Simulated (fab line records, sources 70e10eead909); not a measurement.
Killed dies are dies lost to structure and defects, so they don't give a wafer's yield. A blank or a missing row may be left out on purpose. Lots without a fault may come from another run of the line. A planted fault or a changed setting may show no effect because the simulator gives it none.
Which tool did it? | flow nand_harc | 7 lots, 21 wafers sampled, at 2 steps of a route of 1302

WHAT THE GAUGES READ, wafer by wafer
NHARC_A_ONON_D1_THK_MEAS_24: measures by ellipsometry.
lot  | measured     | on            | thk_nm (nm)
L706 | day 8 13:09  | film_metro-02 | 1001 1003 1002
L708 | day 9 09:03  | film_metro-02 | 997 998 999
L714 | day 12 02:59 | film_metro-01 | 1002 1000 1001
L717 | day 13 00:38 | film_metro-01 | 691 690 691
L722 | day 15 07:11 | film_metro-02 | 994 991 992
L726 | day 16 23:35 | film_metro-01 | 997 998 995
L728 | day 17 18:40 | film_metro-02 | 993 995 993

WHICH TOOL RAN EACH LOT (tool, then ch and the chambers of the sampled wafers, then the start)
lot  | NHARC_A_ONON_D1_DEP_22
L706 | pecvd_onon-03 ch 0, day 8 12:42
L708 | pecvd_onon-01 ch 0, day 9 08:33
L714 | pecvd_onon-03 ch 0, day 12 02:28
L717 | pecvd_onon-03 ch 0, day 13 00:11
L722 | pecvd_onon-01 ch 0, day 15 06:40
L726 | pecvd_onon-01 ch 0, day 16 23:04
L728 | pecvd_onon-01 ch 0, day 17 18:10
- NHARC_A_ONON_D1_DEP_22: target thk 1000 nm.

THE ANSWER, worked out from the rows above alone
Rule: what is usual is taken from the lots themselves. Put in order of their means at a reading, lots are off if they are a third of the lots or fewer, leave a main group of 4 or more, and stand apart from it by a gap of 3 or more times the standard deviation of the main group's means; of several such gaps the widest counts. A main group whose means are all the same, to the digits that the tables above print for the reading, isn't used. A lot without any number at a reading at which 4 lots or more have one is off too. The other lots that the step has rows for count as sound.
Off: L717, at NHARC_A_ONON_D1_THK_MEAS_24 (thk_nm). The main group: mean 997 nm, standard deviation 3.5.
A tool fits if, at a process step before that reading, it ran every lot that is off, and no sound lot after the first of them. The gauges at NHARC_A_ONON_D1_THK_MEAS_24 are tried like those tools. One fits: pecvd_onon-03 at NHARC_A_ONON_D1_DEP_22. Its last sound lot is L714 (day 12 02:28), its first lot that is off L717 (day 13 00:11): a fault that began between those two fits.

WHAT THE SIMULATOR HAD PUT IN
Process parameter drift: pecvd_onon-03, from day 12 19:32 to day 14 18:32, at NHARC_A_ONON_D1_DEP_22. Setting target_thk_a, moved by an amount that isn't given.
Lots struck among those shown: L717. The rule above found the same.
